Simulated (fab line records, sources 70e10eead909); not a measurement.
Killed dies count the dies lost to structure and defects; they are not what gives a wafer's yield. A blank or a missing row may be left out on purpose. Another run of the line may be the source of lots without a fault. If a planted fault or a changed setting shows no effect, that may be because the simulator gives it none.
Chamber matching / flow nand harc / NHARC_A_BLC_STRIP_21 on rie diel-01: 4 sister chambers
The step strips in O2. 16 wafers are shown with their chamber, then 8 later ones without.

WAFERS, EACH WITH ITS CHAMBER
wafer=L076.1; chamber=0; showerhead plenum p Torr (Torr)=3.53; drypump motor current A (A)=5.2; oes product au (a.u.)=1.002
wafer=L076.2; chamber=1; showerhead plenum p Torr (Torr)=3.77; drypump motor current A (A)=5.3; oes product au (a.u.)=1.017
wafer=L076.6; chamber=2; showerhead plenum p Torr (Torr)=3.68; drypump motor current A (A)=5.7; oes product au (a.u.)=1.004
wafer=L081.2; chamber=3; showerhead plenum p Torr (Torr)=3.57; drypump motor current A (A)=6.0; oes product au (a.u.)=0.987
wafer=L081.3; chamber=1; showerhead plenum p Torr (Torr)=3.77; drypump motor current A (A)=5.3; oes product au (a.u.)=1.005
wafer=L081.5; chamber=3; showerhead plenum p Torr (Torr)=3.57; drypump motor current A (A)=6.0; oes product au (a.u.)=1.000
wafer=L080.1; chamber=2; showerhead plenum p Torr (Torr)=3.68; drypump motor current A (A)=5.7; oes product au (a.u.)=1.017
wafer=L080.3; chamber=1; showerhead plenum p Torr (Torr)=3.77; drypump motor current A (A)=5.3; oes product au (a.u.)=1.006
wafer=L080.5; chamber=2; showerhead plenum p Torr (Torr)=3.68; drypump motor current A (A)=5.6; oes product au (a.u.)=1.015
wafer=L082.1; chamber=3; showerhead plenum p Torr (Torr)=3.56; drypump motor current A (A)=6.0; oes product au (a.u.)=0.989
wafer=L082.2; chamber=1; showerhead plenum p Torr (Torr)=3.77; drypump motor current A (A)=5.3; oes product au (a.u.)=1.011
wafer=L082.4; chamber=0; showerhead plenum p Torr (Torr)=3.53; drypump motor current A (A)=5.2; oes product au (a.u.)=1.002
wafer=L088.1; chamber=2; showerhead plenum p Torr (Torr)=3.67; drypump motor current A (A)=5.6; oes product au (a.u.)=0.999
wafer=L088.5; chamber=0; showerhead plenum p Torr (Torr)=3.52; drypump motor current A (A)=5.1; oes product au (a.u.)=1.008
wafer=L088.6; chamber=1; showerhead plenum p Torr (Torr)=3.77; drypump motor current A (A)=5.3; oes product au (a.u.)=1.010
wafer=L092.2; chamber=3; showerhead plenum p Torr (Torr)=3.56; drypump motor current A (A)=5.9; oes product au (a.u.)=0.994

SIGNATURES (means of the wafers above)
reading=showerhead plenum p Torr; chamber 0=3.5267; chamber 1=3.7700; chamber 2=3.6775; chamber 3=3.5650; scatter within a chamber=0.00449
reading=drypump motor current A; chamber 0=5.167; chamber 1=5.300; chamber 2=5.650; chamber 3=5.975; scatter within a chamber=0.0449
reading=oes product au; chamber 0=1.00400; chamber 1=1.00980; chamber 2=1.00875; chamber 3=0.99250; scatter within a chamber=0.00606
Rule: a wafer lies at a distance from a chamber equal to the root of the sum of squares, over the readings, of (its reading less the chamber's mean, divided by the reading's scatter). The wafer belongs to the nearest chamber; if the next one is less than 2 further off, it can't be placed. The scatter: the root of (the sum of the squares of (reading less its chamber's mean) over the shown wafers, divided by (wafers less chambers)).

WAFERS WITHOUT THEIR CHAMBER
wafer=L092.3; showerhead plenum p Torr (Torr)=3.52; drypump motor current A (A)=5.1; oes product au (a.u.)=0.995
wafer=L092.4; showerhead plenum p Torr (Torr)=3.67; drypump motor current A (A)=5.6; oes product au (a.u.)=0.994
wafer=L093.3; showerhead plenum p Torr (Torr)=3.56; drypump motor current A (A)=6.0; oes product au (a.u.)=1.010
wafer=L093.5; showerhead plenum p Torr (Torr)=3.67; drypump motor current A (A)=5.6; oes product au (a.u.)=1.007
wafer=L093.6; showerhead plenum p Torr (Torr)=3.56; drypump motor current A (A)=6.0; oes product au (a.u.)=1.012
wafer=L095.1; showerhead plenum p Torr (Torr)=3.67; drypump motor current A (A)=5.6; oes product au (a.u.)=0.999
wafer=L095.5; showerhead plenum p Torr (Torr)=3.67; drypump motor current A (A)=5.7; oes product au (a.u.)=1.002
wafer=L095.6; showerhead plenum p Torr (Torr)=3.77; drypump motor current A (A)=5.3; oes product au (a.u.)=1.008

WHICH CHAMBER EACH WENT THROUGH
wafer=L092.3; from the rows above=0; in truth=0
wafer=L092.4; from the rows above=2; in truth=2
wafer=L093.3; from the rows above=3; in truth=3
wafer=L093.5; from the rows above=2; in truth=2
wafer=L093.6; from the rows above=3; in truth=3
wafer=L095.1; from the rows above=2; in truth=2
wafer=L095.5; from the rows above=2; in truth=2
wafer=L095.6; from the rows above=1; in truth=1
8 of 8 placed correctly. Left unplaced by these rows: 0. Number placed wrongly: 0.
